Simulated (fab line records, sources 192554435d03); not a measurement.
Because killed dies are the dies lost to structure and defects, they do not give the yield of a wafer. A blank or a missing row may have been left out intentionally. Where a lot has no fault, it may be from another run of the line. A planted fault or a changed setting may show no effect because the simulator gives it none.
Lot-split experiment    flow n5Finfet    on a route of 1938 steps: 7 lots, 21 wafers read

== SPLIT DETAILS ==
At N5_BEOL_M15_PEB_26 (peb time 90 s), the setting pebTempC was moved away from the recipe's 130 C on 7 of the 21 wafers read, by -1.8% to +2.3%. This setting was run at the recipe's value on the other wafers.

== FROM THE SPLIT TO THE READING: what the file shows between them, 2 steps ==
- N5_BEOL_M15_DEVELOP_27: develop time 45 s (also split here: developTimeS)
- N5_BEOL_M15_HARDBAKE_32: time 120 s

== THE READING ==
Shown in nm: cdNm at N5_BEOL_M15_CD_MEAS_28, with target cd 407.6 nm. Fault-free wafers of this fab line usually give 407.2 nm, standard deviation 1.7 nm.

wafer   tool, chamber at the split  pebTempC as run, C  against the recipe  cdNm, nm  against lot-mates on the recipe
L083.1  lithoTrack-03, 0            130                 recipe              405.9     -
L083.2  lithoTrack-03, 0            130                 recipe              405.4     -
L083.6  lithoTrack-03, 0            128                 -1.5%               394.8     -10.8
L084.1  lithoTrack-03, 0            130                 recipe              407.2     -
L084.5  lithoTrack-03, 0            133                 +2.3%               417.6     +10.4
L084.6  lithoTrack-03, 0            133                 +2.3%               416.5     +9.3
L085.1  lithoTrack-03, 0            129.1               -0.7%               402.4     -3.7
L085.2  lithoTrack-03, 0            130                 recipe              405.8     -
L085.4  lithoTrack-03, 0            130                 recipe              406.4     -
L089.3  lithoTrack-04, 0            130                 recipe              409.3     -
L089.4  lithoTrack-04, 0            130                 recipe              409.9     -
L089.6  lithoTrack-04, 0            130                 recipe              410.5     -
L090.2  lithoTrack-03, 0            130                 recipe              408.6     -
L090.4  lithoTrack-03, 0            130                 recipe              407.2     -
L090.5  lithoTrack-03, 0            130                 recipe              408.6     -
L092.1  lithoTrack-03, 0            130                 recipe              409.6     -
L092.3  lithoTrack-03, 0            130                 recipe              409.1     -
L092.5  lithoTrack-03, 0            130                 recipe              407.2     -
L095.2  lithoTrack-04, 0            127.7               -1.8%               396.0     no lot-mate on the recipe
L095.5  lithoTrack-04, 0            127.7               -1.8%               394.4     no lot-mate on the recipe
L095.6  lithoTrack-04, 0            127.7               -1.8%               396.5     no lot-mate on the recipe

FIT RESULTS
A straight line over all 21 wafers: cdNm changes by +5.61 nm for each +1% of pebTempC; r = +0.94; the points scatter about the line by 2.1 nm.
The same after taking each lot's own level away (the mean of its wafers on the recipe; 18 wafers): +4.86 nm for each +1%; r = +0.97; scatter 1.1 nm.
According to that fit, moving pebTempC by its largest amount changes the reading by 11 nm.
Across the lots, their own levels run from 405.65 to 409.90 nm, a range of 2.5 times the standard deviation given above.
So the lot-to-lot level changes the slope: the two fits differ.
Check: for one of the wafers moved furthest among these (+2.3%), held out of the fit, the line's prediction against its lot-mates is +11.2 nm. Against them it came out at +10.4 nm.

== FURTHER SPLITS ON THESE WAFERS ==
Other splits were also applied to these wafers ahead of the reading. Each is held against what the fit with the lots' levels taken away leaves over:
other split on the same wafers       wafers away from the commonest value  r with cdNm (lot level and that fit taken away)
N5_BEOL_M13_CMP_49 downForcePsi      7                                     -0.13
N5_BEOL_M15_DEVELOP_27 developTimeS  8                                     +0.55

== THE WHOLE CHAIN: every reading that the file lists as answering this split, in the file's order ==
step                        what it does                                                             reading                                                         change (the file's fit)               r (the file's)
N5_BEOL_M15_CD_MEAS_28      target cd 407.6 nm                                                       cdNm                                                            +5.11 nm for each +1% of the setting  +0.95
N5_BEOL_M15_DESCUM_33       chemistry O2, time 7.9 s                                                 BEOL_M15.cdNm (the simulator's own value, which no gauge read)  +5.25 nm for each +1% of the setting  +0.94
N5_BEOL_M15_ETCH_61         etches BARC in N2/H2, target depth 89 nm, overetch 26.7 nm, time 67.9 s  BEOL_M15.cdNm (the simulator's own value, which no gauge read)  +5.53 nm for each +1% of the setting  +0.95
N5_BEOL_M15_TRENCH_ETCH_34  etches SiO2 in C4F8/O2/Ar, target depth 872.93 nm, time 199 s            BEOL_M15.cdNm (the simulator's own value, which no gauge read)  +5.37 nm for each +1% of the setting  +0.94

== THE FILE'S OWN FIT ==
cdNm changes by +5.11 nm for each +1% of pebTempC, r = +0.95.
